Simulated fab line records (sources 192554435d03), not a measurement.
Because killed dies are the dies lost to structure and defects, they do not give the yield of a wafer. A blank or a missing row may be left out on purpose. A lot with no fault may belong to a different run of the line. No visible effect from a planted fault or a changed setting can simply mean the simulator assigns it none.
Matching of chambers	flow n5_finfet	rie_diel-05 running N5_FIN_SAQP_ETCH_52: 4 sister chambers
The step etches SOC in N2/H2, target depth 100 nm, overetch 20 nm, time 150 s. 4 wafers are shown with their chamber, then 9 later ones without.

EACH WAFER AND ITS CHAMBER
wafer	chamber	drypump_motor_current_A (A)
L081.5	2	5.8
L084.4	3	4.9
L084.5	0	5.4
L084.6	1	5.4

WAFERS WHOSE CHAMBER IS MISSING
wafer	drypump_motor_current_A (A)
L086.2	5.9
L086.5	4.9
L086.6	5.4
L093.2	4.9
L093.3	5.5
L093.4	5.4
L096.1	4.9
L096.2	5.4
L096.4	5.5

CHAMBER TAKEN BY EACH
wafer	from the rows above	in truth
L086.2	2	2
L086.5	3	3
L086.6	can't be placed: 0 or 1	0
L093.2	3	3
L093.3	can't be placed: 0 or 1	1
L093.4	can't be placed: 0 or 1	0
L096.1	3	3
L096.2	can't be placed: 0 or 1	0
L096.4	can't be placed: 0 or 1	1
Correct placement for 4 of the 9. These rows do not allow placing 5 (true chamber among the candidates in 5). 0 placed wrongly.
How it was worked out, from the rows above alone: a wafer's distance from a chamber is the root of the sum, over the readings, of the square of ((its reading less the chamber's mean) divided by the reading's scatter). If the next closest chamber is less than 2 further off than the closest, the wafer can't be placed; otherwise it belongs to the closest. A chamber's mean is the mean of its shown wafers. The scatter: root of mean squared gap, hidden wafer to nearest shown wafer, with one shown wafer a chamber.
